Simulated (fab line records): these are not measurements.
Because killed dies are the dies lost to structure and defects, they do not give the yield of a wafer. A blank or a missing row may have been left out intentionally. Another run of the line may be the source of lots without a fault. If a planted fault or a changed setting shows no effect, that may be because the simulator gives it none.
Struck lot and sound lot, side by side    flow nand-harc    15 out of 1302 route steps
Sound: the wafers L340.2, L340.5, L340.6. Struck: wafer L334.3 (left out: L334.4, L334.5 of the same lot, which were not struck); the cause appears at the end.
At each step with rows: each side's tool, then ch and its chambers, then its first start. Under that, the readings that differ: sound wafers    struck wafers    difference of the means    sigmas: that difference in standard deviations of wafers without a fault.
alike: same words and numbers on both sides, and readings whose means sit less than 2 such deviations apart. not compared: any withheld reading, any reading some wafer has no value for, any bound like >300 that may hide the same value, and any number with overlapping values for which the record gives no deviation.
The two part at a step that has a row with sigmas, a row that says differs or no value, or rows on one side only. Non-overlapping numbers with no deviation appear without sigmas and do not part them. Lack of a reading on every wafer of one side parts them only where that side has two or more wafers.

first, 4 steps without rows for these wafers: NHARC_A_CONTACT_ETCH_112 (etches the open film in C4F8/O2/Ar, time 190 s, target depth 1850 nm); NHARC_A_CONTACT_ETCH_113 (etches the open film in C4F8/O2/Ar, time 190 s, target depth 1850 nm); NHARC_A_CONTACT_ETCH_114 (etches the open film in C4F8/O2/Ar, time 190 s, target depth 1850 nm); NHARC_A_CONTACT_ETCH_115 (etches the open film in C4F8/O2/Ar, time 190 s, target depth 1850 nm).
NHARC_A_CONTACT_ETCH_116: etches the open film in C4F8/O2/Ar, time 190 s, target depth 1850 nm.
  sound on har-cap-etch-02 ch 0,1, day 27 09:52; struck on har-cap-etch-01 ch 1, day 25 08:23
  alike: oes-air-line-au
  not compared: rf-hours-counter-h, run-length-s
NHARC_A_CONTACT_ETCH_117: etches the open film in C4F8/O2/Ar, time 190 s, target depth 1850 nm.
  sound on har-cap-etch-02 ch 0,1, day 27 10:02; struck on har-cap-etch-01 ch 1, day 25 08:33
  alike: oes-air-line-au
  not compared: rf-hours-counter-h, run-length-s
NHARC_A_CONTACT_ETCH_118: etches the open film in C4F8/O2/Ar, time 190 s, target depth 1850 nm.
  sound on har-cap-etch-02 ch 0,1, day 27 10:12; struck on har-cap-etch-01 ch 1, day 25 08:43
  alike: oes-air-line-au
  not compared: rf-hours-counter-h, run-length-s
then, 3 steps without rows for these wafers: NHARC_A_CONTACT_ETCH_119 (etches the open film in C4F8/O2/Ar, time 190 s, target depth 1850 nm); NHARC_A_CONTACT_ETCH_120 (etches the open film in C4F8/O2/Ar, time 190 s, target depth 1850 nm); NHARC_A_CONTACT_ETCH_121 (etches the open film in C4F8/O2/Ar, time 190 s, target depth 1850 nm).
NHARC_A_CONTACT_ETCH_122: etches the open film in C4F8/O2/Ar, time 190 s, target depth 1850 nm.
  sound on har-cap-etch-02 ch 0,1, day 27 10:53; struck on har-cap-etch-01 ch 1, day 25 09:24
  alike: oes-air-line-au
  not compared: rf-hours-counter-h, run-length-s
NHARC_A_CONTACT_ETCH_123: etches the open film in C4F8/O2/Ar, time 490 s, target depth 2110 nm.
  sound on har-cap-etch-02 ch 0,1, day 27 11:04; struck on har-cap-etch-01 ch 1, day 25 09:41
reading           sound                 struck  difference  sigmas
run-length-s (s)  521.10 521.34 520.98  521.90  +0.76       +3
  alike: oes-air-line-au
  not compared: rf-hours-counter-h
NHARC_A_CONTACT_ETCH_90: etches the open film in CH3F/O2, target depth 40 nm, time 85.7 s.
  sound on rie-diel-06 ch 0,1,2, day 27 12:05; struck on rie-diel-02 ch 1, day 25 10:30
reading                          sound              struck  difference  sigmas
run-length-s (s)                 107.9 106.8 107.1  74.9    -32.4       -61
showerhead-plenum-p-Torr (Torr)  2.51 2.60 2.62     2.30    -0.28       -2
  alike: drypump-motor-current-A, o2-flow-sccm, oes-product-au, rf-vpp-V, throttle-valve-pct
  not compared: rf-hours-counter-h
then, 1 step without rows for these wafers: NHARC_A_CONTACT_ETCH_96 (etches the open film in C4F6/O2, target depth 20 nm, time 10 s).
-- jump in the record: it breaks off in module A_CONTACT and resumes in module END (first step shown: number 1302 of the route), and 3 days separate the struck wafers' starts before and after --
NHARC_END_SORT_01:
  sound on prober-02 ch 0, day 30 16:23; struck on prober-02 ch 0, day 28 06:46
reading              sound     struck  difference  sigmas
killed-at-periphery  11 13 11  4       -8          -2
killed-dies          83 87 56  36      -39         -2
  alike: killed-at-array, killed-at-other, killed-open, killed-short

## WHERE THEY PART
Last at NHARC_END_SORT_01 as far as this record goes, first at NHARC_A_CONTACT_ETCH_123.

WHY: the cause the simulator had injected
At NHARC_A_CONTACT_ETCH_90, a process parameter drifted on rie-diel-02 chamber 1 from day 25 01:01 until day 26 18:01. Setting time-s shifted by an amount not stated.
